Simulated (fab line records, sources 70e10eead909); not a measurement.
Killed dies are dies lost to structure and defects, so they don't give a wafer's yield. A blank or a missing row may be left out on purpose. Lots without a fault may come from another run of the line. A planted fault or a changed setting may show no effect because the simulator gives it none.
Which tool did it? | flow nand_harc | 12 lots, 36 wafers sampled, at 6 steps of a route of 1302

WHAT THE GAUGES READ, wafer by wafer
NHARC_A_CHANNEL_HOLE_D1_INSPECT_40.
lot  | measured     | on                | raw_defect_count
L919 | day 9 07:04  | defect_inspect-02 | 26 49 47
L921 | day 9 21:50  | defect_inspect-02 | 113 114 94
L923 | day 10 17:01 | defect_inspect-02 | 89 85 83
L925 | day 11 15:36 | defect_inspect-02 | 73 62 79
L924 | day 11 16:54 | defect_inspect-02 | 59 75 85
L932 | day 15 05:13 | defect_inspect-02 | 94 100 98
L934 | day 15 21:34 | defect_inspect-01 | 72 61 57
L936 | day 16 06:12 | defect_inspect-02 | 94 73 91
L935 | day 16 06:26 | defect_inspect-02 | 75 78 86
L937 | day 16 13:13 | defect_inspect-01 | 82 82 79
L938 | day 17 07:44 | defect_inspect-02 | 43 47 47
L941 | day 18 03:55 | defect_inspect-01 | 76 98 93

NHARC_A_ONON_D2_THK_MEAS_30: measures by ellipsometry.
lot  | measured     | on            | thk_nm (nm)
L919 | day 13 14:53 | film_metro-01 | 993 995 994
L921 | day 13 19:46 | film_metro-01 | 1009 1009 1009
L923 | day 14 21:24 | film_metro-02 | 1082 1083 1083
L925 | day 15 15:51 | film_metro-01 | 1106 1108 1108
L924 | day 15 15:50 | film_metro-02 | 1002 1003 1002
L932 | day 19 07:16 | film_metro-01 | 985 986 986
L934 | day 20 04:20 | film_metro-01 | 1009 1008 1008
L936 | day 20 09:40 | film_metro-01 | 1004 1004 1003
L935 | day 20 09:35 | film_metro-02 | 1022 1024 1024
L937 | day 21 02:25 | film_metro-01 | 993 994 992
L938 | day 21 12:33 | film_metro-02 | 1004 1004 1002
L941 | day 22 06:53 | film_metro-02 | 1009 1010 1009

NHARC_END_SORT_01.
lot  | measured     | on        | killed_at_array | killed_at_other | killed_at_periphery | killed_dies | killed_open | killed_short
L923 | day 26 23:17 | prober-02 | 671 667 665     | 0 0 0           | 6 10 12             | 677 677 677 | 7 3 3       | 3 1 1
L925 | day 26 23:14 | prober-01 | 675 671 674     | 2 1 1           | 0 5 2               | 677 677 677 | 4 2 3       | 0 1 1

WHICH TOOL RAN EACH LOT (tool, then ch and the chambers of the sampled wafers, then the start)
lot  | NHARC_A_DECK1_JOINT_ETCHBACK_07  | NHARC_A_DECK1_JOINT_ETCHBACK_00  | NHARC_A_ONON_D2_DEP_28
L919 | rie_si-01 ch 1,2,3, day 11 08:44 | rie_si-01 ch 1,2,3, day 12 04:26 | pecvd_onon-03 ch 0, day 13 14:26
L921 | rie_si-03 ch 2,3, day 11 22:05   | rie_si-01 ch 0,2,3, day 12 10:49 | pecvd_onon-03 ch 0, day 13 19:25
L923 | rie_si-01 ch 1,2,3, day 12 16:07 | rie_si-06 ch 0,2,3, day 13 06:07 | pecvd_onon-03 ch 0, day 14 20:57
L925 | rie_si-03 ch 1,2, day 13 15:31   | rie_si-03 ch 1,2,3, day 14 02:02 | pecvd_onon-03 ch 0, day 15 15:24
L924 | rie_si-06 ch 2,3, day 13 15:29   | rie_si-06 ch 0,1,3, day 14 02:02 | pecvd_onon-02 ch 0, day 15 15:30
L932 | rie_si-03 ch 1,2,3, day 17 10:32 | rie_si-01 ch 1,2, day 17 21:26   | pecvd_onon-03 ch 0, day 19 06:45
L934 | rie_si-06 ch 0,3, day 17 22:37   | rie_si-03 ch 0,3, day 18 09:17   | pecvd_onon-04 ch 0, day 20 03:50
L936 | rie_si-03 ch 0,2,3, day 18 06:17 | rie_si-06 ch 1,2,3, day 18 16:58 | pecvd_onon-03 ch 0, day 20 09:09
L935 | rie_si-01 ch 1,2,3, day 18 06:17 | rie_si-01 ch 0,2,3, day 18 16:58 | pecvd_onon-02 ch 0, day 20 09:04
L937 | rie_si-01 ch 1,2,3, day 18 14:49 | rie_si-06 ch 1,3, day 19 05:19   | pecvd_onon-04 ch 0, day 21 01:54
L938 | rie_si-03 ch 0,1,2, day 19 11:23 | rie_si-01 ch 0,2,3, day 19 22:04 | pecvd_onon-03 ch 0, day 21 12:02
L941 | rie_si-01 ch 0,1,2, day 20 01:36 | rie_si-03 ch 0,1,2, day 20 12:15 | pecvd_onon-03 ch 0, day 22 06:26
- NHARC_A_DECK1_JOINT_ETCHBACK_07: etches the open film in HBr, target depth 105 nm, time 26.9 s.
- NHARC_A_DECK1_JOINT_ETCHBACK_00: etches the open film in HBr, target depth 30 nm, time 17.4 s.
- NHARC_A_ONON_D2_DEP_28: target thk 1000 nm.

WHAT THE TOOLS THEMSELVES READ (means of the sampled wafers that have a number; where no wafer has one, the mark that the record gives instead)
NHARC_A_DECK1_JOINT_ETCHBACK_07.
lot  | tool      | chamber_pressure_mTorr (mTorr) | drypump_motor_current_A (A) | he_backside_leak_sccm (sccm) | oes_product_au (a.u.) | rf_fwd_power_W (W) | throttle_valve_pct (%)
L919 | rie_si-01 | 15.018                         | 5.4                         | 2.37                         | 0.998                 | 344.3              | 23.259
L921 | rie_si-03 | 14.983                         | 5.6                         | 2.85                         | 1.008                 | 345.5              | 23.248
L923 | rie_si-01 | 15.002                         | 5.4                         | 2.51                         | 0.995                 | 345.4              | 23.270
L925 | rie_si-03 | 15.002                         | 5.3                         | 2.58                         | 1.004                 | 345.8              | 23.272
L924 | rie_si-06 | 14.993                         | 5.8                         | 2.83                         | 1.010                 | 345.2              | 23.257
L932 | rie_si-03 | 15.011                         | 5.4                         | 2.72                         | 1.004                 | 344.2              | 23.269
L934 | rie_si-06 | 15.003                         | 5.9                         | 3.01                         | 1.011                 | 344.3              | 23.276
L936 | rie_si-03 | 14.998                         | 5.8                         | 2.88                         | 0.994                 | 346.6              | 23.267
L935 | rie_si-01 | 14.983                         | 5.4                         | 2.48                         | 0.990                 | 343.6              | 23.275
L937 | rie_si-01 | 14.990                         | 5.4                         | 2.46                         | 1.005                 | 344.5              | 23.257
L938 | rie_si-03 | 14.997                         | 5.6                         | 2.62                         | 0.991                 | 345.8              | 23.256
L941 | rie_si-01 | 15.010                         | 5.7                         | 2.75                         | 1.003                 | 343.3              | 23.263

NHARC_A_DECK1_JOINT_ETCHBACK_00.
lot  | tool      | chamber_pressure_mTorr (mTorr) | drypump_motor_current_A (A) | he_backside_leak_sccm (sccm) | oes_product_au (a.u.) | rf_fwd_power_W (W) | throttle_valve_pct (%)
L919 | rie_si-01 | 15.001                         | 5.4                         | 2.56                         | 0.997                 | 344.5              | 23.265
L921 | rie_si-01 | 14.991                         | 6.0                         | 2.62                         | 1.005                 | 342.4              | 23.256
L923 | rie_si-06 | 15.003                         | 5.5                         | 3.03                         | 1.011                 | 343.8              | 23.265
L925 | rie_si-03 | 14.997                         | 5.4                         | 2.65                         | 1.000                 | 343.9              | 23.267
L924 | rie_si-06 | 15.005                         | 5.5                         | 2.88                         | 0.993                 | 343.4              | 23.262
L932 | rie_si-01 | 15.002                         | 5.2                         | 2.72                         | 1.008                 | 343.7              | 23.272
L934 | rie_si-03 | 14.996                         | 6.1                         | 3.08                         | 0.990                 | 344.8              | 23.277
L936 | rie_si-06 | 14.999                         | 5.5                         | 2.77                         | 0.999                 | 344.6              | 23.266
L935 | rie_si-01 | 14.999                         | 5.9                         | 2.59                         | 0.991                 | 342.4              | 23.279
L937 | rie_si-06 | 15.003                         | 5.8                         | 2.75                         | 1.011                 | 344.9              | 23.268
L938 | rie_si-01 | 15.005                         | 6.0                         | 2.58                         | 0.993                 | 342.9              | 23.272
L941 | rie_si-03 | 15.004                         | 5.6                         | 2.60                         | 0.999                 | 344.0              | 23.265

THE ANSWER, worked out from the rows above alone
Rule: what is usual is taken from the lots themselves. Put in order of their means at a reading, lots are off if they are a third of the lots or fewer, leave a main group of 4 or more, and stand apart from it by a gap of 3 or more times the standard deviation of the main group's means; of several such gaps the widest counts. A main group whose means are all the same, to the digits that the tables above print for the reading, isn't used. A lot without any number at a reading at which 4 lots or more have one is off too. The other lots that the step has rows for count as sound. The gauges are gone through in route order, then the tools' own readings, and for those a lot's mean is taken as printed above. The first step at which some lot is off is used, and at that step the reading that is off furthest; a lot without a number counts as furthest.
Off: L923, L925, at NHARC_A_ONON_D2_THK_MEAS_30 (thk_nm). The main group: mean 1003 nm, standard deviation 10.
A tool fits if, at a process step before that reading, it ran every lot that is off, and no sound lot after the first of them. The gauges at NHARC_A_ONON_D2_THK_MEAS_30 are tried like those tools. None of those tried fits.

WHAT THE SIMULATOR HAD PUT IN
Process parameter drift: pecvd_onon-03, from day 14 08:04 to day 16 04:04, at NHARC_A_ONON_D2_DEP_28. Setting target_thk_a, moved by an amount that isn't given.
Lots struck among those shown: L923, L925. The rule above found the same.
